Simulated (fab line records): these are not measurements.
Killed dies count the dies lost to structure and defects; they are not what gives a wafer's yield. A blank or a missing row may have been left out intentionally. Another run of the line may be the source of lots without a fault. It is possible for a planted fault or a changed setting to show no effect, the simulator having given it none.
Which tool did it? :: flow n5Finfet :: 24 lots, 72 wafers sampled, at 5 steps of a route of 1938

== WHAT THE GAUGES READ, wafer by wafer ==
N5_BEOL_M14_OCD_MEAS_35. Usual: trenchDepthNm reads 555 nm (standard deviation 6.1).
lot: L074
measured: day 11 09:02
on: ocd-01
trenchDepthNm (nm): 552 556 552
flag: 

lot: L075
measured: day 11 20:52
on: ocd-01
trenchDepthNm (nm): 551 552 552
flag: 

lot: L077
measured: day 11 21:17
on: ocd-01
trenchDepthNm (nm): 568 563 552
flag: 

lot: L079
measured: day 12 00:32
on: ocd-01
trenchDepthNm (nm): 562 544 560
flag: 

lot: L076
measured: day 12 01:53
on: ocd-02
trenchDepthNm (nm): 571 563 551
flag: 

lot: L078
measured: day 12 04:23
on: ocd-01
trenchDepthNm (nm): 557 555 553
flag: 

lot: L080
measured: day 12 19:25
on: ocd-01
trenchDepthNm (nm): 549 554 557
flag: 

lot: L082
measured: day 13 00:52
on: ocd-02
trenchDepthNm (nm): 548 550 565
flag: 

lot: L081
measured: day 13 04:20
on: ocd-02
trenchDepthNm (nm): 553 557 557
flag: 

lot: L083
measured: day 13 09:45
on: ocd-02
trenchDepthNm (nm): 564 551 564
flag: 

lot: L085
measured: day 13 23:03
on: ocd-01
trenchDepthNm (nm): 555 554 547
flag: 

lot: L086
measured: day 14 04:41
on: ocd-01
trenchDepthNm (nm): 550 557 557
flag: 

lot: L084
measured: day 14 18:03
on: ocd-02
trenchDepthNm (nm): 541 551 542
flag: 

lot: L088
measured: day 14 18:34
on: ocd-01
trenchDepthNm (nm): 548 555 549
flag: 

lot: L087
measured: day 15 00:27
on: ocd-01
trenchDepthNm (nm): 544 550 546
flag: 

lot: L089
measured: day 15 05:22
on: ocd-01
trenchDepthNm (nm): 554 553 556
flag: 

lot: L091
measured: day 15 10:59
on: ocd-02
trenchDepthNm (nm): 550 553 547
flag: 

lot: L090
measured: day 15 11:50
on: ocd-01
trenchDepthNm (nm): 546 551 560
flag: 

lot: L093
measured: day 15 19:10
on: ocd-01
trenchDepthNm (nm): 560 570 548
flag: 

lot: L092
measured: day 16 02:00
on: ocd-02
trenchDepthNm (nm): 562 565 554
flag: 

lot: L094
measured: day 16 15:27
on: ocd-02
trenchDepthNm (nm): 552 559 563
flag: 

lot: L095
measured: day 16 15:51
on: ocd-02
trenchDepthNm (nm): 559 553 555
flag: 

lot: L096
measured: day 16 23:21
on: ocd-02
trenchDepthNm (nm): 561 564 554
flag: 

lot: L097
measured: day 17 06:26
on: ocd-02
trenchDepthNm (nm): 556 557 557
flag: 

N5_BEOL_M15_OVL_MEAS_29. Usual: M15_OVL -1 nm, standard deviation 5.
lot: L074
measured: day 11 13:08
on: overlay-02
M15_OVL (nm): -3 -1 -9
flag: 

lot: L075
measured: day 12 01:42
on: overlay-02
M15_OVL (nm): 4 -2 -3
flag: 

lot: L077
measured: day 12 02:06
on: overlay-02
M15_OVL (nm): 1 -2 3
flag: 

lot: L079
measured: day 12 04:31
on: overlay-01
M15_OVL (nm): 13 11 8
flag: 

lot: L076
measured: day 12 06:43
on: overlay-01
M15_OVL (nm): -5 3 -8
flag: 

lot: L078
measured: day 12 10:17
on: overlay-02
M15_OVL (nm): 7 -1 2
flag: 

lot: L080
measured: day 12 23:56
on: overlay-02
M15_OVL (nm): -9 1 -5
flag: 

lot: L082
measured: day 13 04:53
on: overlay-02
M15_OVL (nm): 0 5 1
flag: 

lot: L081
measured: day 13 08:53
on: overlay-01
M15_OVL (nm): -3 2 -1
flag: 

lot: L083
measured: day 13 16:37
on: overlay-01
M15_OVL (nm): -3 -9 -4
flag: 

lot: L085
measured: day 14 04:19
on: overlay-01
M15_OVL (nm): 3 3 0
flag: 

lot: L086
measured: day 14 09:46
on: overlay-02
M15_OVL (nm): 5 -2 -2
flag: 

lot: L084
measured: day 15 02:59
on: overlay-02
M15_OVL (nm): -4 -11 -8
flag: 

lot: L088
measured: day 15 04:32
on: overlay-02
M15_OVL (nm): 0 4 -5
flag: 

lot: L087
measured: day 15 06:18
on: overlay-01
M15_OVL (nm): -5 -3 -3
flag: 

lot: L089
measured: day 15 10:23
on: overlay-01
M15_OVL (nm): 6 4 2
flag: 

lot: L091
measured: day 15 16:52
on: overlay-01
M15_OVL (nm): -8 0 -5
flag: 

lot: L090
measured: day 15 17:46
on: overlay-01
M15_OVL (nm): -4 -5 -5
flag: 

lot: L093
measured: day 16 01:39
on: overlay-01
M15_OVL (nm): 9 -1 2
flag: 

lot: L092
measured: day 16 07:47
on: overlay-01
M15_OVL (nm): -5 -5 -9
flag: 

lot: L094
measured: day 16 19:38
on: overlay-01
M15_OVL (nm): 0 7 5
flag: 

lot: L095
measured: day 16 19:59
on: overlay-02
M15_OVL (nm): -2 -1 -8
flag: 

lot: L096
measured: day 17 05:44
on: overlay-02
M15_OVL (nm): 0 2 -12
flag: 

lot: L097
measured: day 17 13:56
on: overlay-02
M15_OVL (nm): 5 0 1
flag: 

== WHAT TOOL EACH LOT RAN ON (gives the tool, then ch and the chambers of the sampled wafers, and finally the start) ==
lot: L074
N5_BEOL_M14_ETCH_38: rieDiel-04 ch 0,1,3, day 11 10:46 or earlier
N5_BEOL_M14_DEP_53: pecvd-03 ch 0,1,2, day 11 10:46
N5_BEOL_M15_ILD_DEP_00: pecvd-02 ch 1,2, day 11 10:53

lot: L075
N5_BEOL_M14_ETCH_38: rieDiel-05 ch 0,3, day 11 23:22 or earlier
N5_BEOL_M14_DEP_53: pecvd-03 ch 0,1,2, day 11 23:22
N5_BEOL_M15_ILD_DEP_00: pecvd-01 ch 0,2, day 11 23:30

lot: L077
N5_BEOL_M14_ETCH_38: rieDiel-06 ch 1,2,3, day 11 23:38 or earlier
N5_BEOL_M14_DEP_53: pecvd-03 ch 1,2, day 11 23:38
N5_BEOL_M15_ILD_DEP_00: pecvd-02 ch 0,1,2, day 11 23:46

lot: L079
N5_BEOL_M14_ETCH_38: rieDiel-06 ch 0,2,3, day 12 02:10 or earlier
N5_BEOL_M14_DEP_53: pecvd-01 ch 0,1,2, day 12 02:10
N5_BEOL_M15_ILD_DEP_00: pecvd-02 ch 0,1, day 12 02:18

lot: L076
N5_BEOL_M14_ETCH_38: rieDiel-05 ch 0,2,3, day 12 04:25 or earlier
N5_BEOL_M14_DEP_53: pecvd-04 ch 0,1,2, day 12 04:25
N5_BEOL_M15_ILD_DEP_00: pecvd-01 ch 0,1,2, day 12 04:33

lot: L078
N5_BEOL_M14_ETCH_38: rieDiel-04 ch 1,2,3, day 12 07:49 or earlier
N5_BEOL_M14_DEP_53: pecvd-01 ch 0,2, day 12 07:49
N5_BEOL_M15_ILD_DEP_00: pecvd-04 ch 0,1,2, day 12 07:57

lot: L080
N5_BEOL_M14_ETCH_38: rieDiel-04 ch 0,1,3, day 12 21:30 or earlier
N5_BEOL_M14_DEP_53: pecvd-03 ch 0,2, day 12 21:30
N5_BEOL_M15_ILD_DEP_00: pecvd-02 ch 0,1,2, day 12 21:38

lot: L082
N5_BEOL_M14_ETCH_38: rieDiel-05 ch 0,1,3, day 13 02:28 or earlier
N5_BEOL_M14_DEP_53: pecvd-01 ch 2, day 13 02:28
N5_BEOL_M15_ILD_DEP_00: pecvd-02 ch 0,1,2, day 13 02:37

lot: L081
N5_BEOL_M14_ETCH_38: rieDiel-06 ch 0,3, day 13 06:33 or earlier
N5_BEOL_M14_DEP_53: pecvd-01 ch 2, day 13 06:33
N5_BEOL_M15_ILD_DEP_00: pecvd-04 ch 0,1,2, day 13 06:43

lot: L083
N5_BEOL_M14_ETCH_38: rieDiel-06 ch 0,1, day 13 14:11 or earlier
N5_BEOL_M14_DEP_53: pecvd-01 ch 2, day 13 14:11
N5_BEOL_M15_ILD_DEP_00: pecvd-01 ch 0, day 13 14:20

lot: L085
N5_BEOL_M14_ETCH_38: rieDiel-05 ch 0,2,3, day 14 02:08 or earlier
N5_BEOL_M14_DEP_53: pecvd-03 ch 0,1,2, day 14 02:08
N5_BEOL_M15_ILD_DEP_00: pecvd-01 ch 0,1,2, day 14 02:16

lot: L086
N5_BEOL_M14_ETCH_38: rieDiel-04 ch 0,1,3, day 14 07:02 or earlier
N5_BEOL_M14_DEP_53: pecvd-03 ch 1,2, day 14 07:02
N5_BEOL_M15_ILD_DEP_00: pecvd-04 ch 0,1,2, day 14 07:11

lot: L084
N5_BEOL_M14_ETCH_38: rieDiel-06 ch 1,2,3, day 15 00:47 or earlier
N5_BEOL_M14_DEP_53: pecvd-01 ch 1,2, day 15 00:47
N5_BEOL_M15_ILD_DEP_00: pecvd-04 ch 0,2, day 15 00:55

lot: L088
N5_BEOL_M14_ETCH_38: rieDiel-06 ch 2,3, day 15 02:17 or earlier
N5_BEOL_M14_DEP_53: pecvd-04 ch 0,2, day 15 02:17
N5_BEOL_M15_ILD_DEP_00: pecvd-02 ch 0,1, day 15 02:25

lot: L087
N5_BEOL_M14_ETCH_38: rieDiel-04 ch 0,1,2, day 15 03:28 or earlier
N5_BEOL_M14_DEP_53: pecvd-01 ch 0,1,2, day 15 03:28
N5_BEOL_M15_ILD_DEP_00: pecvd-04 ch 0,1,2, day 15 03:35

lot: L089
N5_BEOL_M14_ETCH_38: rieDiel-05 ch 1,2, day 15 07:58 or earlier
N5_BEOL_M14_DEP_53: pecvd-01 ch 1,2, day 15 07:58
N5_BEOL_M15_ILD_DEP_00: pecvd-04 ch 0,1, day 15 08:05

lot: L091
N5_BEOL_M14_ETCH_38: rieDiel-04 ch 1,2,3, day 15 14:33 or earlier
N5_BEOL_M14_DEP_53: pecvd-01 ch 0,1,2, day 15 14:33
N5_BEOL_M15_ILD_DEP_00: pecvd-04 ch 0,1,2, day 15 14:41

lot: L090
N5_BEOL_M14_ETCH_38: rieDiel-04 ch 0,3, day 15 15:32 or earlier
N5_BEOL_M14_DEP_53: pecvd-03 ch 0,1,2, day 15 15:32
N5_BEOL_M15_ILD_DEP_00: pecvd-02 ch 0,2, day 15 15:40

lot: L093
N5_BEOL_M14_ETCH_38: rieDiel-05 ch 1,2,3, day 15 22:43 or earlier
N5_BEOL_M14_DEP_53: pecvd-04 ch 0,1,2, day 15 22:43
N5_BEOL_M15_ILD_DEP_00: pecvd-02 ch 1,2, day 15 22:51

lot: L092
N5_BEOL_M14_ETCH_38: rieDiel-06 ch 1,2, day 16 05:20 or earlier
N5_BEOL_M14_DEP_53: pecvd-04 ch 0,2, day 16 05:20
N5_BEOL_M15_ILD_DEP_00: pecvd-02 ch 0,1,2, day 16 05:28

lot: L094
N5_BEOL_M14_ETCH_38: rieDiel-05 ch 0,1, day 16 17:20 or earlier
N5_BEOL_M14_DEP_53: pecvd-01 ch 0,2, day 16 17:20
N5_BEOL_M15_ILD_DEP_00: pecvd-04 ch 0,1,2, day 16 17:28

lot: L095
N5_BEOL_M14_ETCH_38: rieDiel-05 ch 0,1,2, day 16 17:29 or earlier
N5_BEOL_M14_DEP_53: pecvd-03 ch 0,2, day 16 17:29
N5_BEOL_M15_ILD_DEP_00: pecvd-02 ch 0,1, day 16 17:37

lot: L096
N5_BEOL_M14_ETCH_38: rieDiel-05 ch 0,1,2, day 17 03:17 or earlier
N5_BEOL_M14_DEP_53: pecvd-04 ch 0,2, day 17 03:17
N5_BEOL_M15_ILD_DEP_00: pecvd-02 ch 1,2, day 17 03:25

lot: L097
N5_BEOL_M14_ETCH_38: rieDiel-04 ch 0,1,3, day 17 11:38 or earlier
N5_BEOL_M14_DEP_53: pecvd-01 ch 0,2, day 17 11:38
N5_BEOL_M15_ILD_DEP_00: pecvd-02 ch 1,2, day 17 11:46
- N5_BEOL_M14_ETCH_38: etches SiCN in CF4/N2, target depth 106.5 nm, time 120.6 s.
- N5_BEOL_M14_DEP_53: deposits SiCN from 3MS/NH3, target thk 50 nm, time 17.8 s.
- N5_BEOL_M15_ILD_DEP_00: deposits SiO2 from TEOS/O2, target thk 1629.3 nm, time 346.1 s.

== WHAT THE TOOLS THEMSELVES READ (means of the sampled wafers that have a number; where no wafer has one, the mark that the record gives instead) ==
N5_BEOL_M14_ETCH_38. Usual: biasW 69.97 W, standard deviation 0.21; drypumpMotorCurrentA 5.8 A, standard deviation 0.4; oesProductAu 0.80 a.u., standard deviation 0.075; rfVppV 383.2 V, standard deviation 1.7; showerheadPlenumPTorr 2.24 Torr, standard deviation 0.062; throttleValvePct 15.27 %, standard deviation 0.24.
lot: L074
tool: rieDiel-04
biasW (W): 70.05
drypumpMotorCurrentA (A): 5.7
oesProductAu (a.u.): 0.86
rfVppV (V): 382.9
showerheadPlenumPTorr (Torr): 2.24
throttleValvePct (%): 15.18
flag: 

lot: L075
tool: rieDiel-05
biasW (W): 69.80
drypumpMotorCurrentA (A): 5.4
oesProductAu (a.u.): 0.88
rfVppV (V): 384.8
showerheadPlenumPTorr (Torr): 2.28
throttleValvePct (%): 15.34
flag: 

lot: L077
tool: rieDiel-06
biasW (W): 69.95
drypumpMotorCurrentA (A): 6.2
oesProductAu (a.u.): 0.85
rfVppV (V): 383.1
showerheadPlenumPTorr (Torr): 2.26
throttleValvePct (%): 15.23
flag: 

lot: L079
tool: rieDiel-06
biasW (W): 70.19
drypumpMotorCurrentA (A): 6.0
oesProductAu (a.u.): 0.81
rfVppV (V): 382.4
showerheadPlenumPTorr (Torr): 2.22
throttleValvePct (%): 15.22
flag: 

lot: L076
tool: rieDiel-05
biasW (W): 70.08
drypumpMotorCurrentA (A): 5.6
oesProductAu (a.u.): 0.88
rfVppV (V): 384.1
showerheadPlenumPTorr (Torr): 2.25
throttleValvePct (%): 15.17
flag: 

lot: L078
tool: rieDiel-04
biasW (W): 69.84
drypumpMotorCurrentA (A): 5.8
oesProductAu (a.u.): 0.83
rfVppV (V): 382.5
showerheadPlenumPTorr (Torr): 2.23
throttleValvePct (%): 15.27
flag: 

lot: L080
tool: rieDiel-04
biasW (W): 69.95
drypumpMotorCurrentA (A): 5.7
oesProductAu (a.u.): 0.83
rfVppV (V): 382.2
showerheadPlenumPTorr (Torr): 2.23
throttleValvePct (%): 15.20
flag: 

lot: L082
tool: rieDiel-05
biasW (W): 69.94
drypumpMotorCurrentA (A): 5.5
oesProductAu (a.u.): 0.82
rfVppV (V): 383.8
showerheadPlenumPTorr (Torr): 2.26
throttleValvePct (%): 15.33
flag: 

lot: L081
tool: rieDiel-06
biasW (W): 69.94
drypumpMotorCurrentA (A): 6.4
oesProductAu (a.u.): 0.86
rfVppV (V): 383.6
showerheadPlenumPTorr (Torr): 2.29
throttleValvePct (%): 14.98
flag: 

lot: L083
tool: rieDiel-06
biasW (W): 70.06
drypumpMotorCurrentA (A): 6.3
oesProductAu (a.u.): 0.78
rfVppV (V): 383.9
showerheadPlenumPTorr (Torr): 2.27
throttleValvePct (%): 15.40
flag: 

lot: L085
tool: rieDiel-05
biasW (W): 69.87
drypumpMotorCurrentA (A): 5.6
oesProductAu (a.u.): 0.85
rfVppV (V): 382.6
showerheadPlenumPTorr (Torr): 2.24
throttleValvePct (%): 15.21
flag: 

lot: L086
tool: rieDiel-04
biasW (W): 70.28
drypumpMotorCurrentA (A): 5.7
oesProductAu (a.u.): 0.82
rfVppV (V): 383.6
showerheadPlenumPTorr (Torr): 2.23
throttleValvePct (%): 15.22
flag: 

lot: L084
tool: rieDiel-06
biasW (W): 69.88
drypumpMotorCurrentA (A): 6.2
oesProductAu (a.u.): 0.81
rfVppV (V): 382.8
showerheadPlenumPTorr (Torr): 2.25
throttleValvePct (%): 15.27
flag: 

lot: L088
tool: rieDiel-06
biasW (W): 69.84
drypumpMotorCurrentA (A): 6.0
oesProductAu (a.u.): 0.79
rfVppV (V): 381.7
showerheadPlenumPTorr (Torr): 2.18
throttleValvePct (%): 15.31
flag: 

lot: L087
tool: rieDiel-04
biasW (W): 70.07
drypumpMotorCurrentA (A): 5.8
oesProductAu (a.u.): 0.79
rfVppV (V): 383.0
showerheadPlenumPTorr (Torr): 2.22
throttleValvePct (%): 15.43
flag: 

lot: L089
tool: rieDiel-05
biasW (W): 69.92
drypumpMotorCurrentA (A): 5.7
oesProductAu (a.u.): 0.77
rfVppV (V): 383.1
showerheadPlenumPTorr (Torr): 2.25
throttleValvePct (%): 15.12
flag: 

lot: L091
tool: rieDiel-04
biasW (W): 70.12
drypumpMotorCurrentA (A): 5.8
oesProductAu (a.u.): 0.80
rfVppV (V): 382.6
showerheadPlenumPTorr (Torr): 2.22
throttleValvePct (%): 15.33
flag: 

lot: L090
tool: rieDiel-04
biasW (W): 69.98
drypumpMotorCurrentA (A): 5.5
oesProductAu (a.u.): 0.83
rfVppV (V): 382.8
showerheadPlenumPTorr (Torr): 2.23
throttleValvePct (%): 15.24
flag: 

lot: L093
tool: rieDiel-05
biasW (W): 70.01
drypumpMotorCurrentA (A): 5.8
oesProductAu (a.u.): 0.79
rfVppV (V): 382.9
showerheadPlenumPTorr (Torr): 2.22
throttleValvePct (%): 15.22
flag: 

lot: L092
tool: rieDiel-06
biasW (W): 70.14
drypumpMotorCurrentA (A): 5.9
oesProductAu (a.u.): 0.74
rfVppV (V): 381.4
showerheadPlenumPTorr (Torr): 2.17
throttleValvePct (%): 15.54
flag: 

lot: L094
tool: rieDiel-05
biasW (W): 69.93
drypumpMotorCurrentA (A): 5.5
oesProductAu (a.u.): 0.71
rfVppV (V): 385.1
showerheadPlenumPTorr (Torr): 2.29
throttleValvePct (%): 15.44
flag: 

lot: L095
tool: rieDiel-05
biasW (W): 70.10
drypumpMotorCurrentA (A): 5.5
oesProductAu (a.u.): 0.76
rfVppV (V): 384.3
showerheadPlenumPTorr (Torr): 2.27
throttleValvePct (%): 15.31
flag: 

lot: L096
tool: rieDiel-05
biasW (W): 69.82
drypumpMotorCurrentA (A): 5.5
oesProductAu (a.u.): 0.75
rfVppV (V): 384.9
showerheadPlenumPTorr (Torr): 2.27
throttleValvePct (%): 15.32
flag: 

lot: L097
tool: rieDiel-04
biasW (W): 70.09
drypumpMotorCurrentA (A): 5.7
oesProductAu (a.u.): 0.79
rfVppV (V): 382.4
showerheadPlenumPTorr (Torr): 2.22
throttleValvePct (%): 15.28
flag: 

N5_BEOL_M14_DEP_53. Usual: showerheadPlenumPTorr 4.174 Torr, standard deviation 0.012; throttleValvePct 17.7 %, standard deviation 0.71.
lot: L074
tool: pecvd-03
showerheadPlenumPTorr (Torr): 4.184
throttleValvePct (%): 17.5
flag: 

lot: L075
tool: pecvd-03
showerheadPlenumPTorr (Torr): 4.186
throttleValvePct (%): 17.4
flag: 

lot: L077
tool: pecvd-03
showerheadPlenumPTorr (Torr): 4.185
throttleValvePct (%): 17.6
flag: 

lot: L079
tool: pecvd-01
showerheadPlenumPTorr (Torr): 4.165
throttleValvePct (%): 17.9
flag: 

lot: L076
tool: pecvd-04
showerheadPlenumPTorr (Torr): 4.179
throttleValvePct (%): 17.2
flag: 

lot: L078
tool: pecvd-01
showerheadPlenumPTorr (Torr): 4.162
throttleValvePct (%): 17.7
flag: 

lot: L080
tool: pecvd-03
showerheadPlenumPTorr (Torr): 4.179
throttleValvePct (%): 17.3
flag: 

lot: L082
tool: pecvd-01
showerheadPlenumPTorr (Torr): 4.157
throttleValvePct (%): 17.5
flag: 

lot: L081
tool: pecvd-01
showerheadPlenumPTorr (Torr): 4.164
throttleValvePct (%): 17.5
flag: 

lot: L083
tool: pecvd-01
showerheadPlenumPTorr (Torr): 4.162
throttleValvePct (%): 17.6
flag: 

lot: L085
tool: pecvd-03
showerheadPlenumPTorr (Torr): 4.185
throttleValvePct (%): 17.5
flag: 

lot: L086
tool: pecvd-03
showerheadPlenumPTorr (Torr): 4.182
throttleValvePct (%): 17.5
flag: 

lot: L084
tool: pecvd-01
showerheadPlenumPTorr (Torr): 4.171
throttleValvePct (%): 17.7
flag: 

lot: L088
tool: pecvd-04
showerheadPlenumPTorr (Torr): 4.171
throttleValvePct (%): 17.4
flag: 

lot: L087
tool: pecvd-01
showerheadPlenumPTorr (Torr): 4.170
throttleValvePct (%): 18.2
flag: 

lot: L089
tool: pecvd-01
showerheadPlenumPTorr (Torr): 4.166
throttleValvePct (%): 17.6
flag: 

lot: L091
tool: pecvd-01
showerheadPlenumPTorr (Torr): 4.161
throttleValvePct (%): 18.0
flag: 

lot: L090
tool: pecvd-03
showerheadPlenumPTorr (Torr): 4.175
throttleValvePct (%): 17.4
flag: 

lot: L093
tool: pecvd-04
showerheadPlenumPTorr (Torr): 4.177
throttleValvePct (%): 17.4
flag: 

lot: L092
tool: pecvd-04
showerheadPlenumPTorr (Torr): 4.183
throttleValvePct (%): 17.8
flag: 

lot: L094
tool: pecvd-01
showerheadPlenumPTorr (Torr): 4.164
throttleValvePct (%): 18.2
flag: 

lot: L095
tool: pecvd-03
showerheadPlenumPTorr (Torr): 4.189
throttleValvePct (%): 17.4
flag: 

lot: L096
tool: pecvd-04
showerheadPlenumPTorr (Torr): 4.181
throttleValvePct (%): 17.8
flag: 

lot: L097
tool: pecvd-01
showerheadPlenumPTorr (Torr): 4.165
throttleValvePct (%): 18.1
flag: 

N5_BEOL_M15_ILD_DEP_00. Usual: heaterPowerW 543 W, standard deviation 120; showerheadPlenumPTorr 8.34 Torr, standard deviation 0.038; throttleValvePct 18.7 %, standard deviation 1.3.
lot: L074
tool: pecvd-02
heaterPowerW (W): 485
showerheadPlenumPTorr (Torr): 8.34
throttleValvePct (%): 19.0
flag: 

lot: L075
tool: pecvd-01
heaterPowerW (W): 568
showerheadPlenumPTorr (Torr): 8.36
throttleValvePct (%): 19.1
flag: 

lot: L077
tool: pecvd-02
heaterPowerW (W): 558
showerheadPlenumPTorr (Torr): 8.33
throttleValvePct (%): 19.2
flag: 

lot: L079
tool: pecvd-02
heaterPowerW (W): 571
showerheadPlenumPTorr (Torr): 8.30
throttleValvePct (%): 20.2
flag: 

lot: L076
tool: pecvd-01
heaterPowerW (W): 491
showerheadPlenumPTorr (Torr): 8.37
throttleValvePct (%): 18.7
flag: 

lot: L078
tool: pecvd-04
heaterPowerW (W): 572
showerheadPlenumPTorr (Torr): 8.36
throttleValvePct (%): 17.7
flag: 

lot: L080
tool: pecvd-02
heaterPowerW (W): 529
showerheadPlenumPTorr (Torr): 8.33
throttleValvePct (%): 19.4
flag: 

lot: L082
tool: pecvd-02
heaterPowerW (W): 544
showerheadPlenumPTorr (Torr): 8.33
throttleValvePct (%): 19.2
flag: 

lot: L081
tool: pecvd-04
heaterPowerW (W): 502
showerheadPlenumPTorr (Torr): 8.37
throttleValvePct (%): 17.7
flag: 

lot: L083
tool: pecvd-01
heaterPowerW (W): 557
showerheadPlenumPTorr (Torr): 8.36
throttleValvePct (%): 20.0
flag: 

lot: L085
tool: pecvd-01
heaterPowerW (W): 519
showerheadPlenumPTorr (Torr): 8.36
throttleValvePct (%): 18.7
flag: 

lot: L086
tool: pecvd-04
heaterPowerW (W): 532
showerheadPlenumPTorr (Torr): 8.36
throttleValvePct (%): 17.8
flag: 

lot: L084
tool: pecvd-04
heaterPowerW (W): 530
showerheadPlenumPTorr (Torr): 8.38
throttleValvePct (%): 18.3
flag: 

lot: L088
tool: pecvd-02
heaterPowerW (W): 677
showerheadPlenumPTorr (Torr): 8.28
throttleValvePct (%): 20.5
flag: 

lot: L087
tool: pecvd-04
heaterPowerW (W): 577
showerheadPlenumPTorr (Torr): 8.37
throttleValvePct (%): 17.9
flag: 

lot: L089
tool: pecvd-04
heaterPowerW (W): 546
showerheadPlenumPTorr (Torr): 8.38
throttleValvePct (%): 18.0
flag: 

lot: L091
tool: pecvd-04
heaterPowerW (W): 560
showerheadPlenumPTorr (Torr): 8.36
throttleValvePct (%): 17.8
flag: 

lot: L090
tool: pecvd-02
heaterPowerW (W): 533
showerheadPlenumPTorr (Torr): 8.35
throttleValvePct (%): 18.5
flag: 

lot: L093
tool: pecvd-02
heaterPowerW (W): 461
showerheadPlenumPTorr (Torr): 8.37
throttleValvePct (%): 18.2
flag: 

lot: L092
tool: pecvd-02
heaterPowerW (W): 565
showerheadPlenumPTorr (Torr): 8.31
throttleValvePct (%): 19.3
flag: 

lot: L094
tool: pecvd-04
heaterPowerW (W): 554
showerheadPlenumPTorr (Torr): 8.37
throttleValvePct (%): 18.0
flag: 

lot: L095
tool: pecvd-02
heaterPowerW (W): 552
showerheadPlenumPTorr (Torr): 8.32
throttleValvePct (%): 20.1
flag: 

lot: L096
tool: pecvd-02
heaterPowerW (W): 444
showerheadPlenumPTorr (Torr): 8.34
throttleValvePct (%): 18.2
flag: 

lot: L097
tool: pecvd-02
heaterPowerW (W): 416
showerheadPlenumPTorr (Torr): 8.34
throttleValvePct (%): 19.1
flag: 

== THE ANSWER, worked out from the rows above alone ==
Rule: take the mean of a lot's wafers that have a number; if it is more than 3 standard deviations from the usual mean, the lot is off. A lot without any number at a reading at which 4 lots or more have one is off too. All remaining lots with rows at the step are treated as sound. First the gauges in route order, then the tools' own readings, where a lot's mean is used as printed above. At the first step where some lot is off, the reading lying furthest off is the one used; lots without a number count as furthest.
None of the lots is off at any reading shown; this tells nothing.

== WHAT THE SIMULATOR HAD INSERTED ==
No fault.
